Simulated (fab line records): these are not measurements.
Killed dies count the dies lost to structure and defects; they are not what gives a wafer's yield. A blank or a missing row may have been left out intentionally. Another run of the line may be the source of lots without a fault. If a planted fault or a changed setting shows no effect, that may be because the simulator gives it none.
Matching of chambers | flow n5Finfet | 4 sister chambers for N5_FIN_SAQP_MANDREL_ETCH_22 on rieSi-04
The step etches a-Si in HBr/Cl2, stops on SiNx, target depth 60 nm, bt time 10 s, time 30 s. 20 wafers are shown with their chamber, then 10 later ones without.

WAFERS PAIRED WITH THEIR CHAMBERS
wafer  | chamber | throttleValvePct (%) | drypumpMotorCurrentA (A) | oesProductAu (a.u.)
L074.2 | 2       | 35.8                 | 6.0                      | 0.767
L074.3 | 1       | 35.4                 | 6.0                      | 0.726
L074.4 | 0       | 35.6                 | 6.5                      | 0.783
L086.1 | 3       | 35.4                 | 6.0                      | 0.778
L086.3 | 2       | 35.8                 | 6.0                      | 0.762
L086.4 | 0       | 35.7                 | 6.5                      | 0.765
L088.2 | 0       | 35.7                 | 6.5                      | 0.773
L088.5 | 3       | 35.4                 | 6.0                      | 0.791
L088.6 | 0       | 35.6                 | 6.5                      | 0.779
L090.1 | 3       | 35.4                 | 6.0                      | 0.776
L090.2 | 0       | 35.7                 | 6.5                      | 0.771
L090.3 | 1       | 35.4                 | 5.9                      | 0.740
L092.1 | 2       | 35.8                 | 5.9                      | 0.764
L092.4 | 3       | 35.4                 | 6.0                      | 0.771
L092.6 | 0       | 35.7                 | 6.5                      | 0.767
L093.1 | 1       | 35.4                 | 5.9                      | 0.732
L093.3 | 3       | 35.4                 | 6.0                      | 0.762
L093.5 | 1       | 35.4                 | 5.9                      | 0.748
L094.1 | 0       | 35.7                 | 6.5                      | 0.774
L094.2 | 3       | 35.4                 | 6.0                      | 0.779

SIGNATURES (means of the wafers above)
reading              | chamber 0 | chamber 1 | chamber 2 | chamber 3 | scatter within a chamber
throttleValvePct     | 35.671    | 35.400    | 35.800    | 35.400    | 0.0299
drypumpMotorCurrentA | 6.500     | 5.925     | 5.967     | 6.000     | 0.0298
oesProductAu         | 0.77314   | 0.73650   | 0.76433   | 0.77617   | 0.00786
Rule: a wafer's distance from a chamber is the root of the sum, over the readings, of the square of ((its reading less the chamber's mean) divided by the reading's scatter). If the next closest chamber is less than 2 further off than the closest, the wafer can't be placed; otherwise it belongs to the closest. The scatter: the root of (the sum of the squares of (reading less its chamber's mean) over the shown wafers, divided by (wafers less chambers)).

WAFERS WITH NO CHAMBER GIVEN
wafer  | throttleValvePct (%) | drypumpMotorCurrentA (A) | oesProductAu (a.u.)
L094.5 | 35.6                 | 6.5                      | 0.784
L095.2 | 35.8                 | 6.0                      | 0.768
L095.3 | 35.4                 | 6.0                      | 0.754
L095.5 | 35.4                 | 5.9                      | 0.740
L096.2 | 35.4                 | 5.9                      | 0.725
L096.4 | 35.4                 | 6.0                      | 0.781
L096.6 | 35.8                 | 5.9                      | 0.764
L097.2 | 35.4                 | 5.9                      | 0.737
L097.3 | 35.8                 | 6.0                      | 0.770
L097.6 | 35.7                 | 6.6                      | 0.770

EACH ONE'S CHAMBER
wafer  | from the rows above     | in truth
L094.5 | 0                       | 0
L095.2 | 2                       | 2
L095.3 | can't be placed: 3 or 1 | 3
L095.5 | 1                       | 1
L096.2 | 1                       | 1
L096.4 | 3                       | 3
L096.6 | 2                       | 2
L097.2 | 1                       | 1
L097.3 | 2                       | 2
L097.6 | 0                       | 0
Correctly placed: 9 of 10. Can't be placed from these rows: 1 (the true chamber is among the candidates in 1). Wrongly placed: 0.
